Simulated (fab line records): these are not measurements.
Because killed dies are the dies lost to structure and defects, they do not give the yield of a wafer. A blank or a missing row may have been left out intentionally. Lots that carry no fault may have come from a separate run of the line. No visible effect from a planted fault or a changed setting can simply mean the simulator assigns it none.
One fault through the eyes of 2 desks -- flow n5-finfet -- every desk sees just its own numbers, and what lay behind them comes last

AT THE METROLOGY DESK
What the gauges read for every lot (on any tool): the sampled wafers with a number, averaged. Any lot whose mean is over 4 standard deviations away from the usual mean is out of limits and marked OUT; that distance is given in the brackets. Of its 10 readings 7 are shown: those that lie furthest out on some lot.
Columns: A = DIBL_N at N5_BEOL_M4_RC_MEAS_101, usual 35.7 mV/V; B = DIBL_P at N5_BEOL_M4_RC_MEAS_101, usual 36.0 mV/V; C = IOFF_P at N5_BEOL_M4_RC_MEAS_101, usual 0.21 nA/um; D = ION_P at N5_BEOL_M4_RC_MEAS_101, usual 465 uA/um; E = SS_P at N5_BEOL_M4_RC_MEAS_101, usual 73.1 mV/dec; F = VT_N at N5_BEOL_M4_RC_MEAS_101, usual 250 mV; G = VT_P at N5_BEOL_M4_RC_MEAS_101, usual -249 mV
lot,first seen here,A,B,C,D,E,F,G
L353,day 7 23:34,36.9,38.6,0.24,469,73.5,245,-248
L354,day 8 07:26,33.8,34.4,0.19,457,72.6,254,-251
L361,day 9 22:42,36.4,37.5,0.26,465,73.2,250,-245
L365,day 10 20:22,36.4,35.5,0.18,456,73.8,251,-255
L372,day 12 22:46,36.7,36.6,0.21,456,73.8,248,-251
L373,day 13 06:55,34.8,34.2,0.20,465,72.6,249,-250
L375,day 13 16:16,36.5,34.8,0.22,472,72.3,249,-247
L374,day 13 18:19,36.7,35.8,0.17,452,72.7,252,-256
This desk found nothing out of limits on any of the 8 lots.

THE TOOL OWNER'S DESK: rie-diel-03
The tool's own readings at N5_BEOL_M2_ETCH_69 (etches SiARC in CF4, target depth 15.6 nm, time 26 s): means of the sampled wafers that have a number, for each lot that ran on this tool. Any lot whose mean is over 4 standard deviations away from the usual mean is out of limits and marked OUT; that distance is given in the brackets.
Columns: A = bias-w at N5_BEOL_M2_ETCH_69, usual 36.00 W; B = drypump-motor-current-A at N5_BEOL_M2_ETCH_69, usual 5.8 A; C = etch-rf-on-time-s at N5_BEOL_M2_ETCH_69, usual 25.9 s; D = oes-product-au at N5_BEOL_M2_ETCH_69, usual 0.68 a.u.; E = rf-vpp-V at N5_BEOL_M2_ETCH_69, usual 184.0 V; F = showerhead-plenum-p-Torr at N5_BEOL_M2_ETCH_69, usual 2.14 Torr; G = throttle-valve-pct at N5_BEOL_M2_ETCH_69, usual 15.58 %
lot,first seen here,A,B,C,D,E,F,G
L354,day 7 05:04,36.08,5.8,25.4,0.72,184.1,2.13,15.47
L361,day 8 12:46,37.75 (+17) OUT,5.7,25.8,0.65,190.0 (+5.4) OUT,2.14,15.70
L372,day 11 20:16,35.90,5.5,26.0,0.75,185.4,2.18,15.46
L373,day 11 22:23,35.95,5.8,25.9,0.72,183.1,2.14,15.45
L374,day 12 01:43,35.95,5.7,25.9,0.78,184.2,2.13,15.42
L375,day 12 07:27,36.06,5.5,25.9,0.74,183.6,2.18,15.48
This desk finds L361 out of limits, L361 being first, at day 8 12:46 (bias-w at N5_BEOL_M2_ETCH_69). L354, L372, L373, L374, L375 stayed within limits.

BROUGHT TOGETHER
The tool owner's desk could have raised an alarm at day 8 12:46, on L361.
From the metrology desk's view, nothing was out of limits.
The metrology desk has L361 on record, within its limits.
On rie-diel-03, each named lot ran N5_BEOL_M2_ETCH_69.

WHAT THE SIMULATOR HAD PUT IN
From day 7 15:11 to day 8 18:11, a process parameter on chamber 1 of rie-diel-03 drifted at N5_BEOL_M2_ETCH_69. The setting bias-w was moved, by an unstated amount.
Struck lots among those shown: L361.
Hours from the fault's start to each desk's first reading out of limits: the tool owner's desk, 22.
